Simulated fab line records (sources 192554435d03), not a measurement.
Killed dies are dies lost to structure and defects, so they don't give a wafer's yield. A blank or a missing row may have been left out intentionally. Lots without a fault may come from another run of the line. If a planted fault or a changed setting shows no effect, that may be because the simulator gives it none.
Chamber matching ; flow n5-finfet ; rie-diel-02 running N5_DUMMY_REMOVAL_STRIP_10: 4 sister chambers
The step strips in N2/H2, time 40 s. 14 wafers are shown with their chamber, then 7 later ones without.

EACH WAFER AND ITS CHAMBER
wafer;chamber;oes-product-au (a.u.);temp-c (C);rf-vpp-V (V)
L076.1;1;0.78;40.06;45.2
L076.3;0;0.73;40.05;43.0
L076.6;3;0.97;39.98;44.8
L075.2;1;0.78;40.07;44.8
L075.4;0;0.73;40.10;44.3
L075.6;1;0.77;40.20;46.4
L078.3;1;0.77;40.14;45.0
L078.4;3;0.96;40.01;45.1
L078.5;3;0.96;39.98;45.5
L079.3;1;0.78;40.14;46.1
L079.4;2;1.00;39.84;45.9
L079.6;3;0.96;40.01;45.1
L083.1;1;0.76;40.13;44.0
L083.2;3;0.93;39.86;44.5

SIGNATURES, as means of the wafers listed above
reading;chamber 0;chamber 1;chamber 2;chamber 3;scatter within a chamber
oes-product-au;0.7300;0.7733;1.0000;0.9560;0.0112
temp-c;40.0750;40.1233;39.8400;39.9680;0.0548
rf-vpp-V;43.650;45.250;45.900;45.000;0.727
Rule: for a wafer and a chamber, the distance is found by dividing, reading by reading, the gap between the wafer's reading and the chamber's mean by the reading's scatter, squaring, summing and taking the root. The wafer belongs to the nearest chamber; if the next one is less than 2 further off, it can't be placed. The scatter is the square root of a quotient: the sum, over the shown wafers, of each reading's squared deviation from its chamber's mean, divided by wafers minus chambers.

WAFERS MISSING THEIR CHAMBER
wafer;oes-product-au (a.u.);temp-c (C);rf-vpp-V (V)
L083.4;0.96;40.12;47.2
L085.2;0.76;40.08;44.6
L085.3;0.93;39.88;46.5
L085.6;0.76;40.01;44.4
L097.2;0.70;40.12;43.6
L097.4;0.74;40.16;44.7
L097.5;0.74;40.34;46.4

CHAMBER TAKEN BY EACH
wafer;from the rows above;in truth
L083.4;3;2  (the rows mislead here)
L085.2;can't be placed: 1 or 0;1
L085.3;3;3
L085.6;can't be placed: 1 or 0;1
L097.2;0;0
L097.4;can't be placed: 0 or 1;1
L097.5;can't be placed: 1 or 0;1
2 of 7 placed correctly. Unplaceable from these rows: 4, with the true chamber sitting among the candidates in 4. Number placed wrongly: 1.
